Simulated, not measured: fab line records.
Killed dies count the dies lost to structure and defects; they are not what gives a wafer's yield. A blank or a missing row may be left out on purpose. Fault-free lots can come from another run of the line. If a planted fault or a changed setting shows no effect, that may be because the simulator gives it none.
Struck lot and sound lot, side by side -- flow nand_harc -- 17 out of 1302 route steps
Sound: wafers L764.1, L764.2, L764.4. Struck: wafers L781.1, L781.3 (left out: L781.2, a lot-mate that was not struck); the cause follows at the end.
Per side, at each step with rows, come the tool, then ch with its chambers, and then its first start. Under that, the readings that differ: sound wafers -- struck wafers -- difference of the means -- sigmas: that difference in standard deviations of wafers without a fault.
alike: same words and numbers on both sides, and readings whose means sit less than 2 such deviations apart. not compared: any withheld reading, any reading some wafer has no value for, any bound like >300 that may hide the same value, and any number with overlapping values for which the record gives no deviation.
A row with sigmas, a row that says differs or no value, or rows on one side alone: a step with any of these is where the two part. Numbers that don't overlap but have no deviation are shown without sigmas and don't part them. A reading missing from all wafers of one side parts the sides only when that side holds two or more wafers.

NHARC_P_M1_INSPECT_11:
  sound: defect_inspect-02 at day 7 05:43; struck: defect_inspect-01 at day 14 08:58
reading,sound,struck,difference,sigmas
raw_defect_count,5 9 2,13 15,+9,+3
then, 1 step without rows for these wafers: NHARC_P_M1_DESCUM_14 (chemistry O2, time 3 s).
NHARC_P_M1_ETCH_35: etches the open film in N2/H2, target depth 40 nm, overetch 12 nm, time 43.94 s.
  sound on rie_diel-07 ch 0,1,2, day 7 05:53; struck on rie_diel-07 ch 0,2, day 14 09:07
  alike: drypump_motor_current_A, n2_flow_sccm, oes_product_au, rf_fwd_power_W, rf_vpp_V, showerhead_plenum_p_Torr, throttle_valve_pct
  not compared: rf_hours_counter_h
then, 1 step without rows for these wafers: NHARC_P_M1_ETCH_15 (etches the open film in C4F8/Ar, target depth 182.5 nm, time 91.2 s).
NHARC_P_M1_CD_MEAS_16:
  sound: cd_sem-03 at day 7 06:08; struck: cd_sem-02 at day 14 09:20
  alike: cd_nm
then, 3 steps without rows for these wafers: NHARC_P_M1_STRIP_18 (strips in N2/H2); NHARC_P_M1_ETCH_28 (etches the open film in CF4/N2, target depth 30 nm, time 72.99 s); NHARC_P_M1_STRIP_19 (strips in post etch residue remover, time 600 s).
NHARC_P_M1_DEGAS_29: time 60 s.
  sound: pvd_sputter-01 at day 7 06:55; struck: pvd_sputter-03 at day 14 10:05
reading,sound,struck,difference,sigmas
heater_power_w (W),308 287 301,344 338,+42,+3
NHARC_P_M1_PRE_CLEAN_30: time 30 s.
  sound on pvd_sputter-01; struck on pvd_sputter-03
  alike: heater_power_w
then, 1 step without rows for these wafers: NHARC_P_M1_PVD_20 (deposits TaN, target thk 5 nm, time 8.06 s).
NHARC_P_M1_PVD_21: deposits Cu, target thk 30 nm, time 20.49 s.
  sound on pvd_sputter-01; struck on pvd_sputter-03
  alike: throttle_valve_pct
NHARC_P_M1_ECD_22: material Cu, target thk 400 nm.
  sound on ecd_cu-02 ch 0,1, day 7 07:17; struck on ecd_cu-02 ch 0,1, day 14 10:26
NHARC_P_M1_ANNEAL_31: time 90 s.
  sound on rtp_anneal-01 ch 0, day 7 07:39; struck on rtp_anneal-01 ch 0, day 14 10:49
  alike: anneal_temp_c_max, wafer_temp_C_max
NHARC_P_M1_CMP_23: polishes, t overpolish 20 s, target thk 157.82 nm.
  sound on cmp-04 ch 0,2,3, day 7 08:02; struck on cmp-04 ch 1,2, day 14 11:11
reading,sound,struck,difference,sigmas
time_to_endpoint_s (s),26.8 28.1 27.4,12.2 13.0,-14.8,-6
  alike: motor_current_A
NHARC_P_M1_THK_MEAS_24: measures by xrf.
  sound: film_metro-01 at day 7 08:19; struck: film_metro-01 at day 14 11:28
  alike: thk_nm
NHARC_END_SORT_01:
  the record has rows for the sound wafers here (prober-01 ch 0, day 25 17:17) and none for the struck ones

WHERE THEY PART
At NHARC_P_M1_INSPECT_11 first; at NHARC_END_SORT_01 last (within this record only).

WHY: what the simulator had put in
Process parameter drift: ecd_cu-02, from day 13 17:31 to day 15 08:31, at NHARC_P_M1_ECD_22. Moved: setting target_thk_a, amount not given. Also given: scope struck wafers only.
